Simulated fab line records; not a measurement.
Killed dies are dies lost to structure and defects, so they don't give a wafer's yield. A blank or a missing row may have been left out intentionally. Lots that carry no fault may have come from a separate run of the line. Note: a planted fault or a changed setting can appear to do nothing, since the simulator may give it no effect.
Split-lot experiment :: flow n5 finfet :: 21 wafers read from 7 lots, route of 1938 steps

== ON THE SPLIT ==
At N5_BEOL_M9_ILD_DEP_00 (deposits SiCOH lowk from DEMS/porogen, target thk 308.51 nm, time 58 s), the setting time s was moved away from the recipe's 58 s on 3 of the 21 wafers read, by -12.5% to +13.1%. The other wafers ran this setting at the recipe's value.

== FROM THE SPLIT TO THE READING: what the file shows between them, 1 step ==
- N5_BEOL_M9_CURE_71: cures SiCOH lowk, time 240 s

== THE READING ==
Values of M9_ILD_THK in nm from N5_BEOL_M9_THK_MEAS_01. A value of 268 nm with a standard deviation of 3.1 nm is what fault-free wafers of this fab line usually give.

wafer: L076.2
tool, chamber at the split: pecvd-01, 0
time s as run, s: 58
against the recipe: recipe
M9_ILD_THK, nm: 268
against lot-mates on the recipe: -

wafer: L076.4
tool, chamber at the split: pecvd-01, 2
time s as run, s: 58
against the recipe: recipe
M9_ILD_THK, nm: 272
against lot-mates on the recipe: -

wafer: L076.5
tool, chamber at the split: pecvd-01, 1
time s as run, s: 58
against the recipe: recipe
M9_ILD_THK, nm: 272
against lot-mates on the recipe: -

wafer: L083.3
tool, chamber at the split: pecvd-04, 0
time s as run, s: 65.61
against the recipe: +13.1%
M9_ILD_THK, nm: 301
against lot-mates on the recipe: +32

wafer: L083.4
tool, chamber at the split: pecvd-04, 0
time s as run, s: 65.61
against the recipe: +13.1%
M9_ILD_THK, nm: 304
against lot-mates on the recipe: +35

wafer: L083.5
tool, chamber at the split: pecvd-04, 1
time s as run, s: 58
against the recipe: recipe
M9_ILD_THK, nm: 269
against lot-mates on the recipe: -

wafer: L086.1
tool, chamber at the split: pecvd-01, 2
time s as run, s: 50.76
against the recipe: -12.5%
M9_ILD_THK, nm: 230
against lot-mates on the recipe: -38

wafer: L086.3
tool, chamber at the split: pecvd-01, 1
time s as run, s: 58
against the recipe: recipe
M9_ILD_THK, nm: 264
against lot-mates on the recipe: -

wafer: L086.5
tool, chamber at the split: pecvd-01, 1
time s as run, s: 58
against the recipe: recipe
M9_ILD_THK, nm: 273
against lot-mates on the recipe: -

wafer: L089.1
tool, chamber at the split: pecvd-01, 2
time s as run, s: 58
against the recipe: recipe
M9_ILD_THK, nm: 264
against lot-mates on the recipe: -

wafer: L089.3
tool, chamber at the split: pecvd-01, 0
time s as run, s: 58
against the recipe: recipe
M9_ILD_THK, nm: 268
against lot-mates on the recipe: -

wafer: L089.4
tool, chamber at the split: pecvd-01, 2
time s as run, s: 58
against the recipe: recipe
M9_ILD_THK, nm: 267
against lot-mates on the recipe: -

wafer: L088.2
tool, chamber at the split: pecvd-01, 0
time s as run, s: 58
against the recipe: recipe
M9_ILD_THK, nm: 269
against lot-mates on the recipe: -

wafer: L088.3
tool, chamber at the split: pecvd-01, 1
time s as run, s: 58
against the recipe: recipe
M9_ILD_THK, nm: 268
against lot-mates on the recipe: -

wafer: L088.6
tool, chamber at the split: pecvd-01, 0
time s as run, s: 58
against the recipe: recipe
M9_ILD_THK, nm: 271
against lot-mates on the recipe: -

wafer: L085.3
tool, chamber at the split: pecvd-01, 2
time s as run, s: 58
against the recipe: recipe
M9_ILD_THK, nm: 265
against lot-mates on the recipe: -

wafer: L085.4
tool, chamber at the split: pecvd-01, 2
time s as run, s: 58
against the recipe: recipe
M9_ILD_THK, nm: 273
against lot-mates on the recipe: -

wafer: L085.5
tool, chamber at the split: pecvd-01, 1
time s as run, s: 58
against the recipe: recipe
M9_ILD_THK, nm: 271
against lot-mates on the recipe: -

wafer: L095.2
tool, chamber at the split: pecvd-01, 0
time s as run, s: 58
against the recipe: recipe
M9_ILD_THK, nm: 268
against lot-mates on the recipe: -

wafer: L095.3
tool, chamber at the split: pecvd-01, 1
time s as run, s: 58
against the recipe: recipe
M9_ILD_THK, nm: 267
against lot-mates on the recipe: -

wafer: L095.5
tool, chamber at the split: pecvd-01, 1
time s as run, s: 58
against the recipe: recipe
M9_ILD_THK, nm: 273
against lot-mates on the recipe: -

FIT RESULTS
A straight line over all 21 wafers: M9_ILD_THK changes by +2.74 nm for each +1% of time s; r = +0.98; the points scatter about the line by 3.1 nm.
The same after taking each lot's own level away (the mean of its wafers on the recipe; 21 wafers): +2.73 nm for each +1%; r = +0.98; scatter 2.8 nm.
Per that fit: largest time s move, reading shift of 36 nm.
From 266.3 to 270.7 nm: that is the span of the lots' own levels, equal to 1.4 times the standard deviation above.
The two slopes agree, so the slope changes little with the lot-to-lot level.
Check: for one of the wafers moved furthest among these (+13.1%), held out of the fit, the line's prediction against its lot-mates is +37.3 nm. It came out at +32 nm against them.

== OTHER SPLITS ON THESE WAFERS ==
These wafers also went through other splits before the reading. Each is held against what the fit with the lots' levels taken away leaves over:
other split on the same wafers: N5_BEOL_M5_EXPOSE_25 dose mj
wafers away from the commonest value: 7
r with M9_ILD_THK (lot level and that fit taken away): -0.16

other split on the same wafers: N5_BEOL_M6_ETCH_66 bias w
wafers away from the commonest value: 4
r with M9_ILD_THK (lot level and that fit taken away): -0.28

other split on the same wafers: N5_BEOL_M6_TRENCH_ETCH_37 bias w
wafers away from the commonest value: 7
r with M9_ILD_THK (lot level and that fit taken away): -0.20

other split on the same wafers: N5_BEOL_M7_VIA_ETCH_34 source w
wafers away from the commonest value: 6
r with M9_ILD_THK (lot level and that fit taken away): +0.32

other split on the same wafers: N5_BEOL_M7_ETCH_41 source w
wafers away from the commonest value: 5
r with M9_ILD_THK (lot level and that fit taken away): -0.26

other split on the same wafers: N5_BEOL_M8_DESCUM_33 time s
wafers away from the commonest value: 7
r with M9_ILD_THK (lot level and that fit taken away): -0.08

other split on the same wafers: N5_BEOL_M8_ETCH_65 source w
wafers away from the commonest value: 7
r with M9_ILD_THK (lot level and that fit taken away): +0.02

== THE WHOLE CHAIN: every reading that the file lists as answering this split, in the file's order ==
step: N5_BEOL_M9_ILD_DEP_00
what it does: deposits SiCOH lowk from DEMS/porogen, target thk 308.51 nm, time 58 s
reading: SiCOH_lowk_of_BEOL_M9_ILD_DEP_00.thk nm (the simulator's own value, which no gauge read)
change (the file's fit): +3.15 nm for each +1% of the setting
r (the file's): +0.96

step: N5_BEOL_M9_CURE_71
what it does: cures SiCOH lowk, time 240 s
reading: SiCOH_lowk_of_BEOL_M9_ILD_DEP_00.thk nm (the simulator's own value, which no gauge read)
change (the file's fit): +2.79 nm for each +1% of the setting
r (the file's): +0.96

step: N5_BEOL_M9_THK_MEAS_01
what it does: 
reading: M9_ILD_THK
change (the file's fit): +2.79 for each +1% of the setting
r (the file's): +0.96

== THE FILE'S OWN FIT ==
M9_ILD_THK changes by +2.79 nm for each +1% of time s, r = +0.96.
